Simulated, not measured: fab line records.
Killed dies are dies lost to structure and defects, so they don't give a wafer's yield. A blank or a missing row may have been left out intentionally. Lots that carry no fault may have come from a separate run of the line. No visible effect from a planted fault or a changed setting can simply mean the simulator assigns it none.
fab line records -- flow nand-harc
record lots=12, wafers=36, last-day=33
route steps=1302 shown A_ZERO_WELL@405 A_ONON_D1@444 A_CHANNEL_HOLE_D1@463 END@1302
lots with no fault: from the same line, run without faults
start-h: start of the lot's first displayed wafer, in hours after the record's first day -- wait-h: time in hours since the lot's previous step -- " identical to the entry in the row above -- L1.1+2: a row that stands for several wafers -- - no value, or no start given -- * or withheld: withheld -- < > ~ a bound
route shown NAME@n: names a module that has steps shown in the file, with the first one's number in the route -- usual: mean/standard deviation of fault-free wafers -- same: alike in all rows -- chamber/n: place in a boat -- sites: each site's reading -- _std_site: how widely they spread, as a standard deviation -- _edge_site: mean of outer sites minus mean of inner sites -- radius-mm: for every site, how far away it sits from the centre of the wafer -- mask NAME#n: copy n -- behind: the tool/chamber that last shaped the wafer -- hold: reason for holding the lot/hours on hold/outcome of the hold -- device: the transistor (n, p or np) that didn't switch -- end of line: tests of these same wafers at the route's end -- for a step that has no rows: nothing shown but its recipe -- killed: the dies lost at the first sort to structure and to defects; this is not the yield of the wafer -- map: a wafer's dies, marking killed ones x, the rest . and places with no die _
set.NAME: the setting that was run; set.NAME@STEP: the one run at that earlier step -- model.NAME: the simulator's own value behind a step, which no gauge read
a sample of lots followed through the steps of the route, with each step as a table and each wafer as a row
services: the hour from which a tool's chamber was out of use, counted from the record's first day as start-h (under 0 if before that day), plus the number of hours and why
## steps
# step NHARC_A_ZERO_WELL_ETCH_13
# recipe target-depth-a=1200, time-s=40.1, hbr-flow-sccm=150, cl2-flow-sccm=50, rf-w=400, icp-w=400, bias-w=100, chemistry=HBr/Cl2
# usual drypump-motor-current-A=5.9/0.41, oes-product-au=1.000/0.0084, throttle-valve-pct=26.406/0.0093
lot.wafer,tool,chamber,start-h,wait-h,drypump-motor-current-A,oes-product-au,rf-hours-counter-h,throttle-valve-pct
L983.2,rie-si-03,2,146.44,-,5.7,0.997,0.6,26.408
L983.3,rie-si-03,0,146.44,-,5.0,0.993,0.5,26.412
L983.6,rie-si-03,3,146.44,-,5.9,1.004,-,26.410
L985.2,rie-si-01,2,171.90,-,5.7,0.998,1.0,26.393
L985.1,rie-si-01,1,171.90,-,6.5,0.991,1.1,26.407
L985.5,rie-si-01,3,171.90,-,6.4,0.994,-,26.411
L987.4,rie-si-06,2,186.55,-,6.2,0.997,0.5,26.419
L987.1,rie-si-06,3,186.55,-,6.6,1.000,0.6,26.404
L987.3,rie-si-06,1,186.55,-,5.8,1.007,0.6,26.406
L988.3,rie-si-03,3,200.96,-,5.9,1.012,0.9,26.416
L988.1,rie-si-03,2,200.96,-,5.7,0.991,1.0,26.406
L988.5,rie-si-03,0,200.96,-,5.0,0.991,-,26.401
L990.3,rie-si-01,0,228.93,-,5.8,0.976,0.2,26.405
L990.4,rie-si-01,1,228.93,-,6.5,1.001,0.2,26.400
L990.6,rie-si-01,3,228.93,-,6.4,0.999,-,26.413
L992.1,rie-si-01,1,250.04,-,6.5,1.000,0.3,26.418
L992.6,rie-si-01,1,250.04,-,6.5,0.984,-,26.408
L992.5,rie-si-01,3,250.04,-,6.4,1.010,-,26.402
L995.3,rie-si-03,2,266.27,-,5.7,0.999,0.3,26.393
L995.4,rie-si-03,1,266.27,-,5.8,0.999,0.3,26.403
L995.6,rie-si-03,3,266.27,-,5.9,1.004,-,26.423
L996.2,rie-si-06,1,282.81,-,5.8,1.002,0.2,26.432
L996.3,rie-si-06,3,282.81,-,6.6,1.001,0.1,26.407
L996.5,rie-si-06,1,282.81,-,5.8,0.991,-,26.426
L101.2,rie-si-06,1,326.08,-,5.8,0.997,0.5,26.396
L101.1,rie-si-06,3,326.08,-,6.5,1.017,0.4,26.414
L101.5,rie-si-06,0,326.08,-,5.9,1.010,-,26.403
L102.1,rie-si-03,2,342.06,-,5.7,1.009,0.7,26.416
L102.3,rie-si-03,0,342.06,-,5.1,1.002,0.7,26.405
L102.5,rie-si-03,1,342.06,-,5.8,1.013,-,26.409
L104.2,rie-si-01,0,358.25,-,5.8,0.989,1.0,26.420
L104.1,rie-si-01,2,358.25,-,5.8,1.003,1.0,26.396
L104.4,rie-si-01,3,358.25,-,6.4,1.003,1.2,26.393
L105.3,rie-si-06,2,368.03,-,6.2,1.020,0.6,26.386
L105.1,rie-si-06,1,368.03,-,5.8,1.014,0.7,26.398
L105.5,rie-si-06,2,368.03,-,6.2,1.010,-,26.403
# step NHARC_A_ONON_D1_DEP_28
# recipe target-thk-a=10000, n2-flow-sccm=2750, n2o-flow-sccm=2000, nh3-flow-sccm=500, sih4-flow-sccm=210, temp-c=400
# usual n2o-flow-sccm=2000/6.3
lot.wafer,tool,chamber,start-h,wait-h,n2o-flow-sccm
L983.2,pecvd-onon-03,0,179.06,0.1,2002
L983.3,pecvd-onon-03,0,179.06,0.1,2004
L983.6,pecvd-onon-03,0,179.06,0.1,2004
L985.1,pecvd-onon-02,0,207.50,0.1,1995
L985.2,pecvd-onon-02,0,207.50,0.1,2000
L985.5,pecvd-onon-02,0,207.50,0.1,1998
L987.1,pecvd-onon-04,0,222.17,0.1,2001
L987.3,pecvd-onon-04,0,222.17,0.1,1996
L987.4,pecvd-onon-04,0,222.17,0.1,2000
L988.1,pecvd-onon-02,0,240.94,0.1,2002
L988.3,pecvd-onon-02,0,240.94,0.1,1997
L988.5,pecvd-onon-02,0,240.94,0.1,2011
L990.3,pecvd-onon-04,0,263.43,0.2,2006
L990.4,pecvd-onon-04,0,263.43,0.2,2001
L990.6,pecvd-onon-04,0,263.43,0.2,2011
L992.1,pecvd-onon-02,0,283.59,0.1,2005
L992.5,pecvd-onon-02,0,283.59,0.1,2004
L992.6,pecvd-onon-02,0,283.59,0.1,2001
L995.3,pecvd-onon-02,0,300.50,0.2,2003
L995.4,pecvd-onon-02,0,300.50,0.2,1995
L995.6,pecvd-onon-02,0,300.50,0.2,2001
L996.2,pecvd-onon-02,0,317.94,0.1,2008
L996.3,pecvd-onon-02,0,317.94,0.1,2003
L996.5,pecvd-onon-02,0,317.94,0.1,2003
L101.1,pecvd-onon-04,0,360.15,0.1,1995
L101.2,pecvd-onon-04,0,360.15,0.1,1994
L101.5,pecvd-onon-04,0,360.15,0.1,2002
L102.1,pecvd-onon-03,0,376.48,0.1,2002
L102.3,pecvd-onon-03,0,376.48,0.1,2006
L102.5,pecvd-onon-03,0,376.48,0.1,2005
L104.1,pecvd-onon-04,0,391.95,0.1,2004
L104.2,pecvd-onon-04,0,391.95,0.1,2016
L104.4,pecvd-onon-04,0,391.95,0.1,2014
L105.1,pecvd-onon-02,0,405.04,0.1,1993
L105.3,pecvd-onon-02,0,405.04,0.1,2008
L105.5,pecvd-onon-02,0,405.04,0.1,2001
# step NHARC_A_ONON_D1_THK_MEAS_30
# recipe thk-meas-gauge=ellipsometry
# usual thk-nm=1001/10
lot.wafer,tool,chamber,start-h,wait-h,thk-nm
L983.2,film-metro-02,-,179.52,-,996
L983.3,film-metro-02,-,179.52,-,994
L983.6,film-metro-02,-,179.52,-,996
L985.1,film-metro-01,-,208.01,-,1020
L985.2,film-metro-01,-,208.01,-,1021
L985.5,film-metro-01,-,208.01,-,1019
L987.1,film-metro-01,-,222.68,-,985
L987.3,film-metro-01,-,222.68,-,985
L987.4,film-metro-01,-,222.68,-,984
L988.1,film-metro-01,-,241.45,-,1007
L988.3,film-metro-01,-,241.45,-,1006
L988.5,film-metro-01,-,241.45,-,1005
L990.3,film-metro-02,-,263.83,-,979
L990.4,film-metro-02,-,263.83,-,979
L990.6,film-metro-02,-,263.83,-,981
L992.1,film-metro-02,-,284.10,-,1000
L992.5,film-metro-02,-,284.10,-,1000
L992.6,film-metro-02,-,284.10,-,1001
L995.3,film-metro-02,-,300.89,-,656
L995.4,film-metro-02,-,300.89,-,659
L995.6,film-metro-02,-,300.89,-,658
L996.2,film-metro-02,-,318.39,-,642
L996.3,film-metro-02,-,318.39,-,643
L996.5,film-metro-02,-,318.39,-,641
L101.1,film-metro-02,-,360.66,-,1023
L101.2,film-metro-02,-,360.66,-,1024
L101.5,film-metro-02,-,360.66,-,1023
L102.1,film-metro-01,-,376.99,-,1002
L102.3,film-metro-01,-,376.99,-,1003
L102.5,film-metro-01,-,376.99,-,1003
L104.1,film-metro-02,-,392.46,-,1005
L104.2,film-metro-02,-,392.46,-,1007
L104.4,film-metro-02,-,392.46,-,1003
L105.1,film-metro-01,-,405.56,-,997
L105.3,film-metro-01,-,405.56,-,993
L105.5,film-metro-01,-,405.56,-,997
# step NHARC_A_CHANNEL_HOLE_D1_OVL_MEAS_11
# usual overlay-x-nm=0.3/0.78, overlay-y-nm=0.0/0.98
lot.wafer,tool,chamber,start-h,wait-h,overlay-x-nm,overlay-y-nm
L983.2,overlay-01,-,182.91,-,0.1,-1.5
L983.3,overlay-01,-,182.91,-,0.1,-1.6
L983.6,overlay-01,-,182.91,-,0.7,-1.0
L985.1,overlay-01,-,214.85,-,-0.1,0.2
L985.2,overlay-01,-,214.85,-,0.1,0.0
L985.5,overlay-01,-,214.85,-,0.2,-0.2
L987.1,overlay-01,-,227.61,-,0.7,-0.1
L987.3,overlay-01,-,227.61,-,0.8,0.6
L987.4,overlay-01,-,227.61,-,0.5,-0.2
L988.1,overlay-01,-,244.64,-,-0.3,0.9
L988.3,overlay-01,-,244.64,-,-0.1,0.2
L988.5,overlay-01,-,244.64,-,-0.7,0.2
L990.3,overlay-01,-,268.77,-,0.1,0.4
L990.4,overlay-01,-,268.77,-,-0.8,0.0
L990.6,overlay-01,-,268.77,-,-0.4,0.2
L992.1,overlay-02,-,287.46,-,-0.1,-2.5
L992.5,overlay-02,-,287.46,-,-0.8,-2.8
L992.6,overlay-02,-,287.46,-,-0.1,-2.3
L101.1,overlay-02,-,363.90,-,-0.7,-0.5
L101.2,overlay-02,-,363.90,-,-0.5,-0.4
L101.5,overlay-02,-,363.90,-,0.0,-0.4
L102.1,overlay-01,-,382.28,-,0.3,1.0
L102.3,overlay-01,-,382.28,-,0.4,1.2
L102.5,overlay-01,-,382.28,-,0.2,1.3
L104.1,overlay-01,-,395.80,-,1.9,0.4
L104.2,overlay-01,-,395.80,-,1.7,0.5
L104.4,overlay-01,-,395.80,-,1.7,0.1
L105.1,overlay-02,-,410.94,-,1.4,-1.0
L105.3,overlay-02,-,410.94,-,1.6,-1.3
L105.5,overlay-02,-,410.94,-,1.8,-1.0
# step NHARC_A_CHANNEL_HOLE_D1_DESCUM_15
# recipe time-s=3, o2-flow-sccm=200, ar-flow-sccm=0, bias-power-w=0, chemistry=O2
# usual drypump-motor-current-A=5.66/0.29, oes-product-au=1.001/0.008, rf-vpp-V=58.0/0.93, showerhead-plenum-p-Torr=1.95/0.085, throttle-valve-pct=11.312/0.0099
lot.wafer,tool,chamber,start-h,wait-h,drypump-motor-current-A,oes-product-au,rf-hours-counter-h,rf-vpp-V,showerhead-plenum-p-Torr,throttle-valve-pct
L983.3,rie-diel-02,0,183.08,0.1,5.94,0.998,36,57.4,1.89,11.312
L983.2,rie-diel-02,1,183.08,0.1,5.44,0.986,37,58.3,2.06,11.294
L983.6,rie-diel-02,0,183.08,0.1,5.96,0.999,-,58.2,1.89,11.290
L985.1,rie-diel-10,3,214.96,0.1,5.37,1.018,10,57.6,1.85,11.321
L985.2,rie-diel-10,1,214.96,0.1,5.69,0.997,10,56.7,1.90,11.318
L985.5,rie-diel-10,3,214.96,0.1,5.36,1.005,-,58.2,1.85,11.308
L987.3,rie-diel-10,0,227.71,0.1,5.65,0.990,10,56.8,2.00,11.312
L987.4,rie-diel-10,1,227.71,0.1,5.70,1.000,11,58.0,1.90,11.317
L987.1,rie-diel-10,2,227.71,0.1,5.52,1.009,12,58.2,2.05,11.322
L988.3,rie-diel-02,1,244.76,0.1,5.45,0.991,7,58.2,2.06,11.317
L988.1,rie-diel-02,2,244.76,0.1,6.64,0.991,5,58.2,1.99,11.315
L988.5,rie-diel-02,3,244.76,0.1,5.83,0.991,-,56.9,1.80,11.310
L990.3,rie-diel-10,3,268.87,0.1,5.35,1.006,2,56.7,1.85,11.297
L990.6,rie-diel-10,3,268.87,0.1,5.37,1.008,-,58.2,1.85,11.304
L990.4,rie-diel-10,0,268.87,0.1,5.66,1.013,-,58.5,2.00,11.322
L992.1,rie-diel-02,1,287.57,0.1,5.45,0.991,24,58.7,2.05,11.317
L992.5,rie-diel-02,0,287.57,0.1,5.92,0.995,-,58.0,1.88,11.310
L992.6,rie-diel-02,1,287.57,0.1,5.44,0.994,-,57.4,2.05,11.325
L101.1,rie-diel-10,1,363.99,0.1,5.71,0.988,7,56.7,1.90,11.313
L101.2,rie-diel-10,2,363.99,0.1,5.57,1.002,12,57.2,2.05,11.321
L101.5,rie-diel-10,2,363.99,0.1,5.55,0.996,-,58.5,2.05,11.312
L102.3,rie-diel-10,2,382.39,0.1,5.53,1.004,14,58.5,2.05,11.309
L102.1,rie-diel-10,3,382.39,0.1,5.37,0.995,11,58.0,1.84,11.313
L102.5,rie-diel-10,3,382.39,0.1,5.36,0.997,-,57.3,1.84,11.327
L104.2,rie-diel-10,2,395.90,0.1,5.51,1.005,16,59.0,2.05,11.312
L104.4,rie-diel-10,3,395.90,0.1,5.34,1.002,13,57.9,1.84,11.318
L104.1,rie-diel-10,0,395.90,0.1,5.64,0.997,13,58.2,2.00,11.326
L105.3,rie-diel-10,0,411.04,0.1,5.63,0.997,14,58.0,2.00,11.324
L105.1,rie-diel-10,2,411.04,0.1,5.52,1.005,17,58.4,2.05,11.296
L105.5,rie-diel-10,1,411.04,0.1,5.70,1.005,-,59.2,1.90,11.310
# step NHARC_END_SORT_01
# recipe temp-c=25
# usual killed-at-array=59/19, killed-at-other=0.6/0.85, killed-at-periphery=3.8/2.5, killed-dies=64/19, killed-open=3.3/1.8, killed-short=2.2/1.6
# same gross-dies=677
lot.wafer,tool,chamber,start-h,wait-h,killed-at-array,killed-at-other,killed-at-periphery,killed-dies,killed-open,killed-short
L995.3,prober-02,0,700.93,5.5,674,0,3,677,4,1
L995.4,prober-02,0,701.73,5.8,675,0,2,677,5,2
L995.6,prober-02,0,703.35,6.4,673,0,4,677,3,3
L996.2,prober-02,0,707.96,2.8,675,0,2,677,3,2
L996.3,prober-02,0,708.76,3.1,674,0,3,677,2,1
L996.5,prober-02,0,710.38,3.7,675,0,2,677,1,2
# killed by level:class
L995.3 A_ONON_D1:area-dep=590 A_CHANNEL_HOLE_D1:chamber-film-flake=32 A_SLIT:chamber-film-flake=29 A_CHANNEL_HOLE_D2:chamber-film-flake=12 A_CONTACT:chamber-film-flake=4 A_CHANNEL_FILL_D2:geometric-particle:open=2 A_WL_FILL:chamber-film-flake=2 P_CONTACT:geometric-particle:open=1
L995.4 A_ONON_D1:area-dep=599 A_CHANNEL_HOLE_D1:chamber-film-flake=26 A_SLIT:chamber-film-flake=24 A_CHANNEL_HOLE_D2:chamber-film-flake=11 A_CONTACT:chamber-film-flake=5 A_ONON_D1:geometric-particle:short=2 A_CHANNEL_FILL_D1:geometric-particle:open=2 A_BONDPAD:chamber-film-flake=2
L995.6 A_ONON_D1:area-dep=602 A_SLIT:chamber-film-flake=28 A_CHANNEL_HOLE_D1:chamber-film-flake=18 A_CHANNEL_HOLE_D2:chamber-film-flake=10 A_CONTACT:chamber-film-flake=5 A_BONDPAD:chamber-film-flake=3 P_M1:chamber-film-flake=2 A_WL_FILL:chamber-film-flake=2
L996.2 A_ONON_D1:area-dep=634 A_CHANNEL_HOLE_D2:chamber-film-flake=13 A_CHANNEL_HOLE_D1:chamber-film-flake=10 A_CONTACT:chamber-film-flake=6 A_SLIT:chamber-film-flake=2 A_WL_FILL:chamber-film-flake=2 A_ONON_D1:geometric-particle:short=1 A_CHANNEL_FILL_D1:geometric-particle:open=1
L996.3 A_ONON_D1:area-dep=635 A_CHANNEL_HOLE_D2:chamber-film-flake=18 A_CHANNEL_HOLE_D1:chamber-film-flake=9 A_CONTACT:chamber-film-flake=4 P_M0:chamber-film-flake=2 A_SLIT:chamber-film-flake=2 A_ONON_D1:geometric-particle:short=1 A_ONON_D1:geometric-particle:open=1
L996.5 A_ONON_D1:area-dep=643 A_CHANNEL_HOLE_D2:chamber-film-flake=14 A_CHANNEL_HOLE_D1:chamber-film-flake=5 A_SLIT:chamber-film-flake=4 A_CHANNEL_FILL_D1:geometric-particle:short=1 A_ONON_D2:geometric-particle:short=1 A_CHANNEL_FILL_D2:geometric-particle:open=1 P_ZERO_WELL:chamber-film-flake=1
## services
tool,chamber,start-h,hours,kind
pecvd-onon-04,-,130.63,13.0,pm
rie-si-06,2,137.18,6.5,repair
rie-diel-10,-,168.35,0.1,repair
pecvd-onon-02,-,185.09,13.0,pm
rie-si-03,2,185.79,3.4,repair
rie-si-01,-,193.00,9.0,pm
rie-diel-10,-,194.77,0.6,repair
rie-si-01,-,217.33,1.9,repair
rie-si-03,-,221.00,9.0,pm
rie-si-01,0,231.77,22.5,repair
pecvd-onon-04,-,241.68,7.7,repair
rie-diel-10,-,242.76,9.0,pm
rie-si-06,-,249.00,9.0,pm
rie-si-01,-,263.13,0.6,repair
rie-si-01,-,294.89,2.6,repair
pecvd-onon-04,-,311.91,13.0,pm
rie-si-01,2,314.52,11.0,repair
rie-si-06,-,332.46,14.6,repair
rie-diel-10,0,361.11,7.6,repair
rie-diel-10,3,361.83,9.2,repair
pecvd-onon-02,-,366.09,13.0,pm
rie-si-01,-,370.00,9.0,pm
rie-diel-10,1,377.76,13.8,repair
rie-si-03,-,398.00,9.0,pm
## key
first-sign step=NHARC_A_ONON_D1_THK_MEAS_30, reading=thk-nm, direction=down, sigmas=35, usual=1001, struck=650
effect step=NHARC_END_SORT_01, reading=killed-dies, direction=up, sigmas=33, usual=64, struck=677
more-kills-born-at NHARC_A_ONON_D1_DEP_28@pecvd-onon-02=3703
met-at NHARC_A_ONON_D1_DEP_28
struck-lots L995,L996
later-rows-left-out L995.3,L995.4,L995.6,L996.2,L996.3,L996.5
tester-left-out L995,L996
not-acting-at NHARC_A_ZERO_WELL_ETCH_13,NHARC_A_CHANNEL_HOLE_D1_OVL_MEAS_11,NHARC_A_CHANNEL_HOLE_D1_DESCUM_15
onset-between 283.59 300.50
fault kind=process-parameter-drift, tool=pecvd-onon-02, chamber=-, onset-h=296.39, steps=NHARC_A_ONON_D1_DEP_28, channel=target-thk-a, offset=*, shape=step, end-h=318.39, acts-in=*, stated=*
# tester-left-out: of these lots the tester's yield and bins aren't shown, on N5 and GAA mostly nor the transistor test; their killed dies are dies lost to structure and defects alone, not to doping, threshold or leakage, so they don't give the yield
# later-rows-left-out: the simulator's readings of these wafers behind a module that went badly wrong aren't trusted and aren't shown, but for the sort
